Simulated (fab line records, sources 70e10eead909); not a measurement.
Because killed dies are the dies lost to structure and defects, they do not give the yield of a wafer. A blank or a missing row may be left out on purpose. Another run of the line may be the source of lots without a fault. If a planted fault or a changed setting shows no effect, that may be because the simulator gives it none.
fab line records    flow nand_harc
[record] lots = 14  wafers = 42  last_day = 24
route steps=1159 shown A_SOURCE_PLATE@420 A_ONON_D1@432 END@1159
lots that met no fault: from a run of the same line without faults
start_h: hours from the record's opening day to when the first of the lot's shown wafers began    wait_h: hours from the lot's prior step to this one    " unchanged from the row above    L1.1+2: a single row standing in for several wafers    - no value, or no start was given    * or withheld: withheld    < > ~ a bound
route shown NAME@n: NAME is a module with steps in the file, n the number in the route of the first one    usual: mean/standard deviation of fault-free wafers    same: alike in all rows    chamber/n: place in a boat    sites: readings site by site    _std_site: how widely they spread, as a standard deviation    _edge_site: the outer-site mean with the inner-site mean subtracted    radius_mm: for every site, how far away it sits from the centre of the wafer    mask NAME#n: copy n    behind: tool/chamber where the wafer was last shaped    hold: reason for holding the lot/hours on hold/outcome of the hold    device: whichever transistor did not switch (one of n, p or np)    end of line: at the end of the route, the tests of the same wafers    a step without rows: its recipe alone    killed: dies that structure and defects cost at the first sort, which is not the same as the wafer's yield    map: a wafer's dies, x killed, . not, _ none there
set.NAME: setting as actually run; set.NAME@STEP: the setting as run at that earlier step    model.NAME: the simulator's own value behind a step, which no gauge read
one table for each step of the route and one row for each wafer, over a sample of lots
services: a tool's chamber out of use, with start hour (start_h, from the record's first day; less than 0 if before it), hours out, and reason
[[steps]]
[step NHARC_A_SOURCE_PLATE_THK_MEAS_06]
[recipe] thk_meas_gauge = ellipsometry
[usual] thk_nm = 199.1/2.3
lot.wafer  tool           chamber  start_h  wait_h  thk_nm
L935.1     film_metro-02  -        167.89   0.4     199.0
L935.2     "              -        "        "       202.6
L935.6     "              -        "        "       200.0
L936.1     film_metro-01  -        174.15   0.4     197.2
L936.2     "              -        "        "       197.2
L936.5     "              -        "        "       196.1
L939.2     film_metro-02  -        174.16   0.4     198.6
L939.3     "              -        "        "       199.0
L939.6     "              -        "        "       199.8
L938.1     film_metro-02  -        177.41   0.4     194.8
L938.3     "              -        "        "       195.0
L938.6     "              -        "        "       198.3
L937.2     film_metro-01  -        182.69   0.4     197.4
L937.3     "              -        "        "       196.1
L937.4     "              -        "        "       195.9
L940.2     film_metro-02  -        199.30   0.4     202.1
L940.3     "              -        "        "       203.9
L940.4     "              -        "        "       202.5
L943.3     film_metro-02  -        217.71   0.4     197.1
L943.5     "              -        "        "       201.1
L943.6     "              -        "        "       200.7
L946.1     film_metro-02  -        234.37   0.4     193.7
L946.4     "              -        "        "       195.6
L946.5     "              -        "        "       198.1
L949.1     film_metro-02  -        254.23   0.4     197.0
L949.3     "              -        "        "       198.0
L949.5     "              -        "        "       196.5
L951.2     film_metro-01  -        264.02   0.4     199.5
L951.3     "              -        "        "       199.9
L951.6     "              -        "        "       196.4
L954.1     film_metro-01  -        279.84   0.4     202.0
L954.2     "              -        "        "       200.1
L954.3     "              -        "        "       200.5
L953.2     film_metro-02  -        279.84   0.4     197.1
L953.3     "              -        "        "       195.1
L953.4     "              -        "        "       198.5
L955.2     film_metro-01  -        285.16   0.4     199.4
L955.5     "              -        "        "       199.4
L955.6     "              -        "        "       199.8
L956.1     film_metro-01  -        296.11   0.4     197.5
L956.3     "              -        "        "       198.9
L956.5     "              -        "        "       197.4
[step NHARC_A_ONON_D1_DEP_12]
[recipe] target_thk_a = 10000  n2_flow_sccm = 2750  n2o_flow_sccm = 2000  nh3_flow_sccm = 500  sih4_flow_sccm = 210  temp_c = 400
[usual] n2_flow_sccm = 2752/9.7  nh3_flow_sccm = 500.3/1.4
lot.wafer  tool           chamber  start_h  wait_h  n2_flow_sccm  nh3_flow_sccm
L935.1     pecvd_onon-02  0        170.28   0.1     2758          499.6
L935.2     "              0        "        "       2763          501.4
L935.6     "              0        "        "       2753          498.3
L936.1     pecvd_onon-02  0        176.57   0.1     2745          501.3
L936.2     "              0        "        "       2746          500.4
L936.5     "              0        "        "       2739          500.0
L939.2     pecvd_onon-04  0        176.64   0.1     2763          500.5
L939.3     "              0        "        "       2759          499.3
L939.6     "              0        "        "       2755          500.0
L938.1     pecvd_onon-04  0        179.85   0.1     2747          498.4
L938.3     "              0        "        "       2751          499.0
L938.6     "              0        "        "       2747          500.1
L937.2     pecvd_onon-02  0        185.18   0.1     2762          500.8
L937.3     "              0        "        "       2774          501.7
L937.4     "              0        "        "       2762          499.8
L940.2     pecvd_onon-02  0        201.75   0.1     2746          500.5
L940.3     "              0        "        "       2749          500.5
L940.4     "              0        "        "       2745          499.6
L943.3     pecvd_onon-01  0        220.26   0.2     2739          499.2
L943.5     "              0        "        "       2750          500.1
L943.6     "              0        "        "       2738          498.8
L946.1     pecvd_onon-02  0        236.81   0.1     2745          500.4
L946.4     "              0        "        "       2744          501.8
L946.5     "              0        "        "       2747          500.2
L949.1     pecvd_onon-04  0        256.64   0.1     2769          500.6
L949.3     "              0        "        "       2752          502.6
L949.5     "              0        "        "       2745          500.1
L951.2     pecvd_onon-02  0        266.48   0.1     2746          499.5
L951.3     "              0        "        "       2734          499.5
L951.6     "              0        "        "       2750          501.0
L954.1     pecvd_onon-01  0        282.29   0.1     2751          500.7
L954.2     "              0        "        "       2746          502.6
L954.3     "              0        "        "       2734          504.3
L953.2     pecvd_onon-02  0        282.29   0.1     2740          501.5
L953.3     "              0        "        "       2750          501.3
L953.4     "              0        "        "       2746          502.5
L955.2     pecvd_onon-01  0        287.61   0.1     2767          499.4
L955.5     "              0        "        "       2764          500.0
L955.6     "              0        "        "       2741          500.1
L956.1     pecvd_onon-04  0        298.56   0.1     2745          501.6
L956.3     "              0        "        "       2761          500.9
L956.5     "              0        "        "       2751          501.4
[step NHARC_A_ONON_D1_THK_MEAS_14]
[recipe] thk_meas_gauge = ellipsometry
[usual] thk_nm = 1001/6.6
lot.wafer  tool           chamber  start_h  wait_h  thk_nm
L935.1     film_metro-01  -        170.81   -       1000
L935.2     "              -        "        "       1002
L935.6     "              -        "        "       1001
L936.1     film_metro-02  -        177.08   -       1015
L936.2     "              -        "        "       1017
L936.5     "              -        "        "       1017
L939.2     film_metro-01  -        177.09   -       999
L939.3     "              -        "        "       999
L939.6     "              -        "        "       997
L938.1     film_metro-01  -        180.35   -       1009
L938.3     "              -        "        "       1009
L938.6     "              -        "        "       1008
L937.2     film_metro-02  -        185.63   -       998
L937.3     "              -        "        "       996
L937.4     "              -        "        "       996
L940.2     film_metro-01  -        202.20   -       997
L940.3     "              -        "        "       998
L940.4     "              -        "        "       999
L943.3     film_metro-02  -        220.65   -       1003
L943.5     "              -        "        "       1002
L943.6     "              -        "        "       1002
L946.1     film_metro-02  -        237.32   -       995
L946.4     "              -        "        "       996
L946.5     "              -        "        "       997
L949.1     film_metro-02  -        257.15   -       992
L949.3     "              -        "        "       993
L949.5     "              -        "        "       990
L951.2     film_metro-01  -        266.94   -       1356
L951.3     "              -        "        "       1001
L951.6     "              -        "        "       1355
L953.2     film_metro-01  -        282.74   -       1362
L953.3     "              -        "        "       1008
L953.4     "              -        "        "       1359
L954.1     film_metro-01  -        282.80   -       996
L954.2     "              -        "        "       995
L954.3     "              -        "        "       997
L955.2     film_metro-02  -        288.07   -       998
L955.5     "              -        "        "       997
L955.6     "              -        "        "       996
L956.1     film_metro-01  -        299.08   -       982
L956.3     "              -        "        "       983
L956.5     "              -        "        "       982
[step NHARC_A_ONON_D1_THK_MEAS_34]
[recipe] thk_meas_gauge = ellipsometry
[usual] thk_nm = 199.7/2.7
lot.wafer  tool           chamber  start_h  wait_h  thk_nm
L935.1     film_metro-02  -        180.67   -       196.3
L935.2     "              -        "        "       198.7
L935.6     "              -        "        "       202.1
L936.1     film_metro-02  -        186.99   -       199.3
L936.2     "              -        "        "       197.8
L936.5     "              -        "        "       202.5
L939.2     film_metro-01  -        187.03   -       198.2
L939.3     "              -        "        "       202.5
L939.6     "              -        "        "       203.9
L938.1     film_metro-02  -        190.45   -       195.2
L938.3     "              -        "        "       198.6
L938.6     "              -        "        "       200.2
L937.2     film_metro-01  -        195.56   -       195.6
L937.3     "              -        "        "       198.8
L937.4     "              -        "        "       198.3
L940.2     film_metro-02  -        214.00   -       195.4
L940.3     "              -        "        "       200.1
L940.4     "              -        "        "       200.3
L943.3     film_metro-02  -        231.47   -       198.3
L943.5     "              -        "        "       201.1
L943.6     "              -        "        "       203.1
L946.1     film_metro-01  -        247.65   -       196.7
L946.4     "              -        "        "       200.1
L946.5     "              -        "        "       201.3
L949.1     film_metro-02  -        267.29   -       197.9
L949.3     "              -        "        "       198.0
L949.5     "              -        "        "       202.6
L951.2     film_metro-02  -        277.89   -       195.3
L951.3     "              -        "        "       195.1
L951.6     "              -        "        "       198.4
L953.2     film_metro-01  -        292.53   -       197.9
L953.3     "              -        "        "       197.6
L953.4     "              -        "        "       200.8
L954.1     film_metro-01  -        292.53   -       201.9
L954.2     "              -        "        "       196.4
L954.3     "              -        "        "       197.7
L955.2     film_metro-02  -        298.20   -       198.6
L955.5     "              -        "        "       201.0
L955.6     "              -        "        "       205.8
L956.1     film_metro-02  -        311.05   -       200.3
L956.3     "              -        "        "       198.7
L956.5     "              -        "        "       200.8
[step NHARC_A_ONON_D1_INSPECT_32]
[usual] raw_defect_count = 74/30
lot.wafer  tool               chamber  start_h  wait_h  raw_defect_count
L935.1     defect_inspect-01  -        180.76   0.0     51
L935.2     "                  -        "        "       62
L935.6     "                  -        "        "       92
L936.1     defect_inspect-02  -        187.05   0.0     68
L936.2     "                  -        "        "       60
L936.5     "                  -        "        "       35
L939.2     defect_inspect-01  -        187.11   0.0     78
L939.3     "                  -        "        "       78
L939.6     "                  -        "        "       104
L938.1     defect_inspect-01  -        190.54   0.0     64
L938.3     "                  -        "        "       57
L938.6     "                  -        "        "       51
L937.2     defect_inspect-01  -        195.64   0.0     71
L937.3     "                  -        "        "       120
L937.4     "                  -        "        "       57
L940.2     defect_inspect-01  -        214.07   0.0     24
L940.3     "                  -        "        "       56
L940.4     "                  -        "        "       59
L943.3     defect_inspect-02  -        231.56   0.0     158
L943.5     "                  -        "        "       86
L943.6     "                  -        "        "       169
L946.1     defect_inspect-01  -        247.74   0.0     43
L946.4     "                  -        "        "       63
L946.5     "                  -        "        "       37
L949.1     defect_inspect-01  -        267.36   0.0     63
L949.3     "                  -        "        "       69
L949.5     "                  -        "        "       69
L951.2     defect_inspect-02  -        277.95   0.0     60
L951.3     "                  -        "        "       53
L951.6     "                  -        "        "       65
L953.2     defect_inspect-02  -        292.59   0.0     67
L953.3     "                  -        "        "       134
L953.4     "                  -        "        "       96
L954.1     defect_inspect-01  -        292.62   0.0     64
L954.2     "                  -        "        "       94
L954.3     "                  -        "        "       33
L955.2     defect_inspect-02  -        298.28   0.0     76
L955.5     "                  -        "        "       50
L955.6     "                  -        "        "       53
L956.1     defect_inspect-01  -        311.12   0.0     60
L956.3     "                  -        "        "       62
L956.5     "                  -        "        "       143
[step NHARC_END_SORT_01]
[recipe] temp_c = 25
[usual] killed_at_array = 28/12  killed_at_other = 0.8/1.1  killed_at_periphery = 3.6/2.3  killed_dies = 32/12  killed_open = 3.4/1.9  killed_short = 2.0/1.3
[same] gross_dies = 677
lot.wafer  tool       chamber  start_h  wait_h  killed_at_array  killed_at_other  killed_at_periphery  killed_dies  killed_open  killed_short
L936.1     prober-02  0        448.74   2.5     26               0                8                    34           2            3
L936.2     prober-02  0        449.53   2.8     28               1                2                    31           3            3
L936.5     prober-02  0        451.88   3.6     29               0                5                    34           3            4
L939.2     prober-02  0        457.24   2.8     27               0                2                    29           5            0
L939.3     prober-02  0        458.04   3.1     24               0                3                    27           6            3
L939.6     prober-02  0        460.44   4.0     17               0                3                    20           2            2
L937.2     prober-02  0        465.03   2.8     9                0                4                    13           5            1
L937.3     prober-02  0        465.82   3.1     13               0                4                    17           5            0
L937.4     prober-02  0        466.60   3.4     13               1                3                    17           5            3
L940.3     prober-01  0        484.23   3.1     14               2                4                    20           2            1
L940.4     prober-01  0        485.03   3.4     13               0                6                    19           4            2
L943.3     prober-01  0        497.31   3.1     21               0                4                    25           3            3
L943.5     prober-01  0        498.92   3.7     18               2                2                    22           4            3
L943.6     prober-01  0        499.73   4.0     13               0                3                    16           2            0
L946.1     prober-02  0        504.02   2.5     18               0                5                    23           3            2
L946.4     prober-02  0        506.42   3.4     11               1                5                    17           2            1
L946.5     prober-02  0        507.22   3.7     9                0                8                    17           1            2
L955.2     prober-02  0        578.22   2.8     34               1                3                    38           5            2
L955.5     prober-02  0        580.65   3.7     36               1                5                    42           3            1
L955.6     prober-02  0        581.46   4.0     38               1                4                    43           0            3
// killed by level:class
L936.1 A_CHANNEL_HOLE_D1:chamber_film_flake=12 A_SLIT:chamber_film_flake=8 P_STI:chamber_film_flake=5 A_CONTACT:chamber_film_flake=3 P_GATE:geometric_particle:short=1 P_M1:geometric_particle:short=1 P_M1:geometric_particle:open=1 A_WL_FILL:geometric_particle:short=1
L936.2 A_CHANNEL_HOLE_D1:chamber_film_flake=15 A_SLIT:chamber_film_flake=5 A_CONTACT:chamber_film_flake=3 P_GATE:geometric_particle:open=1 A_CHANNEL_FILL_D1:geometric_particle:short=1 A_SLIT:geometric_particle:open=1 A_CONTACT:geometric_particle:open=1 A_M0:geometric_particle:short=1
L936.5 A_CHANNEL_HOLE_D1:chamber_film_flake=13 A_SLIT:chamber_film_flake=6 A_CONTACT:chamber_film_flake=3 P_M1:geometric_particle:open=2 A_WL_FILL:geometric_particle:short=2 A_ONON_D1:geometric_particle:short=1 A_CHANNEL_HOLE_D1:geometric_particle:open=1 A_CHANNEL_HOLE_D1:geometric_particle:short=1
L939.2 A_CONTACT:chamber_film_flake=10 A_SLIT:chamber_film_flake=8 A_STAIRCASE:chamber_film_flake=3 A_CHANNEL_HOLE_D1:chamber_film_flake=2 P_GATE:geometric_particle:open=1 A_SOURCE_PLATE:geometric_particle:open=1 A_ONON_D1:geometric_particle:open=1 A_CHANNEL_FILL_D1:geometric_particle:open=1
L939.3 A_SLIT:chamber_film_flake=10 A_CONTACT:chamber_film_flake=5 A_WL_FILL:geometric_particle:open=2 A_CONTACT:geometric_particle:open=2 A_STAIRCASE:chamber_film_flake=2 P_STI:geometric_particle:short=1 P_GATE:geometric_particle:open=1 P_M1:geometric_particle:open=1
L939.6 A_SLIT:chamber_film_flake=7 A_CONTACT:chamber_film_flake=5 A_CHANNEL_HOLE_D1:chamber_film_flake=2 P_GATE:geometric_particle:short=1 P_CONTACT:geometric_particle:open=1 P_CONTACT:geometric_particle:short=1 A_CONTACT:geometric_particle:open=1 A_CHANNEL_FILL_D1:chamber_film_flake=1
L937.2 P_GATE:chamber_film_flake=2 A_CHANNEL_HOLE_D1:chamber_film_flake=2 P_M2:geometric_particle:open=1 A_CHANNEL_HOLE_D1:geometric_particle:open=1 A_WL_FILL:geometric_particle:open=1 A_CONTACT:geometric_particle:open=1 A_M0:geometric_particle:short=1 A_M1:geometric_particle:open=1
L937.3 A_STAIRCASE:chamber_film_flake=5 A_CONTACT:chamber_film_flake=3 A_M0:geometric_particle:open=2 P_GATE:chamber_film_flake=2 P_M1:geometric_particle:open=1 A_CONTACT:geometric_particle:open=1 A_BLC:geometric_particle:open=1 P_STI:chamber_film_flake=1
L937.4 A_CONTACT:chamber_film_flake=3 P_M0:geometric_particle:open=2 A_M0:geometric_particle:open=2 A_CHANNEL_HOLE_D1:chamber_film_flake=2 A_STAIRCASE:chamber_film_flake=2 A_ONON_D1:geometric_particle:open=1 A_WL_FILL:geometric_particle:short=1 A_M0:geometric_particle:short=1
L940.3 A_CHANNEL_FILL_D1:chamber_film_flake=5 A_SLIT:chamber_film_flake=3 P_GATE:chamber_film_flake=2 A_CHANNEL_HOLE_D1:chamber_film_flake=2 THIN_TSV:chamber_film_flake=2 P_M1:geometric_particle:short=1 A_CONTACT:geometric_particle:open=1 A_BLC:geometric_particle:open=1
L940.4 A_CHANNEL_FILL_D1:chamber_film_flake=3 P_GATE:chamber_film_flake=2 P_CONTACT:chamber_film_flake=2 A_M1:chamber_film_flake=2 P_M0:geometric_particle:open=1 A_CHANNEL_HOLE_D1:geometric_particle:open=1 A_SGD_CUT:geometric_particle:short=1 A_CONTACT:geometric_particle:open=1
L943.3 A_CHANNEL_HOLE_D1:chamber_film_flake=5 A_CONTACT:chamber_film_flake=5 A_STAIRCASE:chamber_film_flake=5 P_CONTACT:geometric_particle:open=2 A_CHANNEL_FILL_D1:geometric_particle:short=2 A_SOURCE_PLATE:geometric_particle:open=1 A_WL_FILL:geometric_particle:short=1 P_GATE:chamber_film_flake=1
L943.5 A_CONTACT:chamber_film_flake=6 A_CHANNEL_HOLE_D1:chamber_film_flake=4 P_STI:chamber_film_flake=2 THIN_TSV:chamber_film_flake=2 A_CHANNEL_FILL_D1:geometric_particle:open=1 A_CHANNEL_FILL_D1:geometric_particle:short=1 A_WL_FILL:geometric_particle:short=1 A_CONTACT:geometric_particle:open=1
L943.6 A_CHANNEL_HOLE_D1:chamber_film_flake=6 A_CONTACT:chamber_film_flake=3 A_STAIRCASE:chamber_film_flake=2 A_CHANNEL_HOLE_D1:geometric_particle:open=1 A_WL_FILL:geometric_particle:open=1 P_ZERO_WELL:chamber_film_flake=1 P_CONTACT:chamber_film_flake=1 P_M0:chamber_film_flake=1
L946.1 A_STAIRCASE:chamber_film_flake=6 P_GATE:chamber_film_flake=4 A_CONTACT:geometric_particle:open=3 A_CHANNEL_HOLE_D1:chamber_film_flake=3 A_WL_FILL:chamber_film_flake=2 A_CONTACT:chamber_film_flake=2 A_SOURCE_PLATE:geometric_particle:short=1 A_WL_FILL:geometric_particle:short=1
L946.4 A_CHANNEL_HOLE_D1:chamber_film_flake=5 P_BONDPAD:chamber_film_flake=3 A_CONTACT:geometric_particle:open=2 P_GATE:chamber_film_flake=2 A_STAIRCASE:chamber_film_flake=2 A_M0:geometric_particle:short=1 A_CONTACT:chamber_film_flake=1 THIN_TSV:chamber_film_flake=1
L946.5 A_CHANNEL_HOLE_D1:chamber_film_flake=5 P_GATE:chamber_film_flake=3 A_WL_FILL:chamber_film_flake=2 P_CONTACT:geometric_particle:short=1 P_M0:geometric_particle:open=1 A_CONTACT:geometric_particle:short=1 P_ZERO_WELL:chamber_film_flake=1 P_M1:chamber_film_flake=1
L955.2 A_SLIT:chamber_film_flake=19 A_STAIRCASE:chamber_film_flake=4 A_CHANNEL_HOLE_D1:chamber_film_flake=3 A_ONON_D1:geometric_particle:open=2 P_M2:chamber_film_flake=2 A_ZERO_WELL:chamber_film_flake=2 P_ZERO_WELL:geometric_particle:open=1 A_SOURCE_PLATE:geometric_particle:short=1
L955.5 A_SLIT:chamber_film_flake=19 A_CHANNEL_HOLE_D1:chamber_film_flake=6 A_STAIRCASE:chamber_film_flake=5 P_M2:chamber_film_flake=3 P_CONTACT:geometric_particle:short=1 A_CHANNEL_FILL_D1:geometric_particle:open=1 A_CONTACT:geometric_particle:open=1 A_M0:geometric_particle:open=1
L955.6 A_SLIT:chamber_film_flake=17 A_CHANNEL_HOLE_D1:chamber_film_flake=12 A_CONTACT:chamber_film_flake=4 A_STAIRCASE:chamber_film_flake=3 P_GATE:geometric_particle:short=1 P_M0:geometric_particle:short=1 A_CONTACT:geometric_particle:short=1 P_GATE:chamber_film_flake=1
[[services]]
tool           chamber  start_h  hours  kind
pecvd_onon-01  -        195.00   13.0   pm
pecvd_onon-02  -        215.57   1.4    repair
pecvd_onon-04  -        237.49   13.0   pm
pecvd_onon-02  -        292.58   13.0   pm
[[key]]
[first_sign] step = NHARC_A_ONON_D1_THK_MEAS_14  reading = thk_nm  direction = up  sigmas = 54  usual = 1001  struck = 1358
effect none on later readings
met_at NHARC_A_ONON_D1_DEP_12
struck_lots L951,L953
struck_wafers L951.2,L951.6,L953.2,L953.4
tester_left_out L951,L953
not_acting_at NHARC_A_SOURCE_PLATE_THK_MEAS_06,NHARC_A_ONON_D1_THK_MEAS_34,NHARC_A_ONON_D1_INSPECT_32
onset_between 236.81 266.48
[fault] kind = process_parameter_drift  tool = pecvd_onon-02  chamber = -  onset_h = 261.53  steps = NHARC_A_ONON_D1_DEP_12  channel = target_thk_a  offset = *  shape = step  end_h = 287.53  scope = struck_wafers_only  acts_in = *  stated = *
// tester_left_out: of these lots the tester's yield and bins aren't shown, on N5 and GAA mostly nor the transistor test; their killed dies are dies lost to structure and defects alone, not to doping, threshold or leakage, so they don't give the yield
